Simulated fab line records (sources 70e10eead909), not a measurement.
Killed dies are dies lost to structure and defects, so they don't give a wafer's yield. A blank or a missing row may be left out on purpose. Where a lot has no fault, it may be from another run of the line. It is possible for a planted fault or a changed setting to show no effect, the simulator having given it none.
Chamber matching || flow nand-harc || 4 sister chambers for NHARC_A_STAIRCASE_TRIM_220 on rie-diel-13
The step chemistry O2, time 211.2 s. 20 wafers are shown with their chamber, then 10 later ones without.

== EACH WAFER AND ITS CHAMBER ==
{"wafer": "L077.4", "chamber": 2, "drypump-motor-current-A (A)": 6.2, "showerhead-plenum-p-Torr (Torr)": 3.63, "oes-product-au (a.u.)": 1.013}
{"wafer": "L077.5", "chamber": 0, "drypump-motor-current-A (A)": 5.4, "showerhead-plenum-p-Torr (Torr)": 3.80, "oes-product-au (a.u.)": 1.001}
{"wafer": "L077.6", "chamber": 3, "drypump-motor-current-A (A)": 6.3, "showerhead-plenum-p-Torr (Torr)": 3.65, "oes-product-au (a.u.)": 1.013}
{"wafer": "L081.2", "chamber": 1, "drypump-motor-current-A (A)": 5.6, "showerhead-plenum-p-Torr (Torr)": 3.41, "oes-product-au (a.u.)": 0.990}
{"wafer": "L081.3", "chamber": 0, "drypump-motor-current-A (A)": 5.4, "showerhead-plenum-p-Torr (Torr)": 3.79, "oes-product-au (a.u.)": 1.006}
{"wafer": "L081.5", "chamber": 0, "drypump-motor-current-A (A)": 5.4, "showerhead-plenum-p-Torr (Torr)": 3.79, "oes-product-au (a.u.)": 1.008}
{"wafer": "L081.1", "chamber": 2, "drypump-motor-current-A (A)": 6.2, "showerhead-plenum-p-Torr (Torr)": 3.62, "oes-product-au (a.u.)": 0.992}
{"wafer": "L081.4", "chamber": 3, "drypump-motor-current-A (A)": 6.3, "showerhead-plenum-p-Torr (Torr)": 3.64, "oes-product-au (a.u.)": 1.006}
{"wafer": "L081.6", "chamber": 1, "drypump-motor-current-A (A)": 5.6, "showerhead-plenum-p-Torr (Torr)": 3.41, "oes-product-au (a.u.)": 0.996}
{"wafer": "L082.1", "chamber": 0, "drypump-motor-current-A (A)": 5.4, "showerhead-plenum-p-Torr (Torr)": 3.79, "oes-product-au (a.u.)": 1.011}
{"wafer": "L082.2", "chamber": 2, "drypump-motor-current-A (A)": 6.3, "showerhead-plenum-p-Torr (Torr)": 3.62, "oes-product-au (a.u.)": 1.014}
{"wafer": "L082.5", "chamber": 2, "drypump-motor-current-A (A)": 6.3, "showerhead-plenum-p-Torr (Torr)": 3.62, "oes-product-au (a.u.)": 1.003}
{"wafer": "L082.3", "chamber": 1, "drypump-motor-current-A (A)": 5.6, "showerhead-plenum-p-Torr (Torr)": 3.41, "oes-product-au (a.u.)": 0.995}
{"wafer": "L082.4", "chamber": 3, "drypump-motor-current-A (A)": 6.3, "showerhead-plenum-p-Torr (Torr)": 3.64, "oes-product-au (a.u.)": 1.007}
{"wafer": "L082.6", "chamber": 3, "drypump-motor-current-A (A)": 6.3, "showerhead-plenum-p-Torr (Torr)": 3.64, "oes-product-au (a.u.)": 1.002}
{"wafer": "L087.3", "chamber": 1, "drypump-motor-current-A (A)": 5.6, "showerhead-plenum-p-Torr (Torr)": 3.40, "oes-product-au (a.u.)": 0.995}
{"wafer": "L087.4", "chamber": 0, "drypump-motor-current-A (A)": 5.4, "showerhead-plenum-p-Torr (Torr)": 3.78, "oes-product-au (a.u.)": 0.999}
{"wafer": "L087.6", "chamber": 0, "drypump-motor-current-A (A)": 5.4, "showerhead-plenum-p-Torr (Torr)": 3.78, "oes-product-au (a.u.)": 0.993}
{"wafer": "L088.3", "chamber": 3, "drypump-motor-current-A (A)": 6.3, "showerhead-plenum-p-Torr (Torr)": 3.62, "oes-product-au (a.u.)": 1.004}
{"wafer": "L088.4", "chamber": 2, "drypump-motor-current-A (A)": 6.2, "showerhead-plenum-p-Torr (Torr)": 3.61, "oes-product-au (a.u.)": 1.003}

SIGNATURES (means of the wafers above)
{"reading": "drypump-motor-current-A", "chamber 0": 5.400, "chamber 1": 5.600, "chamber 2": 6.240, "chamber 3": 6.300, "scatter within a chamber": 0.0274}
{"reading": "showerhead-plenum-p-Torr", "chamber 0": 3.7883, "chamber 1": 3.4075, "chamber 2": 3.6200, "chamber 3": 3.6380, "scatter within a chamber": 0.00806}
{"reading": "oes-product-au", "chamber 0": 1.00300, "chamber 1": 0.99400, "chamber 2": 1.00500, "chamber 3": 1.00640, "scatter within a chamber": 0.00628}
Rule: a wafer lies at a distance from a chamber equal to the root of the sum of squares, over the readings, of (its reading less the chamber's mean, divided by the reading's scatter). If the next closest chamber is less than 2 further off than the closest, the wafer can't be placed; otherwise it belongs to the closest. The scatter is the square root of a quotient: the sum, over the shown wafers, of each reading's squared deviation from its chamber's mean, divided by wafers minus chambers.

== WAFERS WITHOUT THEIR CHAMBER ==
{"wafer": "L088.6", "drypump-motor-current-A (A)": 6.3, "showerhead-plenum-p-Torr (Torr)": 3.63, "oes-product-au (a.u.)": 1.011}
{"wafer": "L093.4", "drypump-motor-current-A (A)": 5.4, "showerhead-plenum-p-Torr (Torr)": 3.76, "oes-product-au (a.u.)": 0.997}
{"wafer": "L093.5", "drypump-motor-current-A (A)": 5.6, "showerhead-plenum-p-Torr (Torr)": 3.39, "oes-product-au (a.u.)": 1.000}
{"wafer": "L093.6", "drypump-motor-current-A (A)": 5.4, "showerhead-plenum-p-Torr (Torr)": 3.76, "oes-product-au (a.u.)": 1.004}
{"wafer": "L093.1", "drypump-motor-current-A (A)": 6.3, "showerhead-plenum-p-Torr (Torr)": 3.62, "oes-product-au (a.u.)": 1.005}
{"wafer": "L093.2", "drypump-motor-current-A (A)": 5.6, "showerhead-plenum-p-Torr (Torr)": 3.39, "oes-product-au (a.u.)": 0.997}
{"wafer": "L093.3", "drypump-motor-current-A (A)": 6.2, "showerhead-plenum-p-Torr (Torr)": 3.59, "oes-product-au (a.u.)": 1.004}
{"wafer": "L095.2", "drypump-motor-current-A (A)": 5.4, "showerhead-plenum-p-Torr (Torr)": 3.76, "oes-product-au (a.u.)": 1.009}
{"wafer": "L095.5", "drypump-motor-current-A (A)": 5.6, "showerhead-plenum-p-Torr (Torr)": 3.38, "oes-product-au (a.u.)": 1.010}
{"wafer": "L095.6", "drypump-motor-current-A (A)": 6.2, "showerhead-plenum-p-Torr (Torr)": 3.59, "oes-product-au (a.u.)": 0.998}

== WHICH CHAMBER EACH WENT THROUGH ==
{"wafer": "L088.6", "from the rows above": "can't be placed: 3 or 2", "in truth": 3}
{"wafer": "L093.4", "from the rows above": 0, "in truth": 0}
{"wafer": "L093.5", "from the rows above": 1, "in truth": 1}
{"wafer": "L093.6", "from the rows above": 0, "in truth": 0}
{"wafer": "L093.1", "from the rows above": "can't be placed: 2 or 3", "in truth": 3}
{"wafer": "L093.2", "from the rows above": 1, "in truth": 1}
{"wafer": "L093.3", "from the rows above": 2, "in truth": 2}
{"wafer": "L095.2", "from the rows above": 0, "in truth": 0}
{"wafer": "L095.5", "from the rows above": 1, "in truth": 1}
{"wafer": "L095.6", "from the rows above": 2, "in truth": 2}
Correctly placed: 8 of 10. These rows do not allow placing 2 (true chamber among the candidates in 2). Wrongly placed: 0.
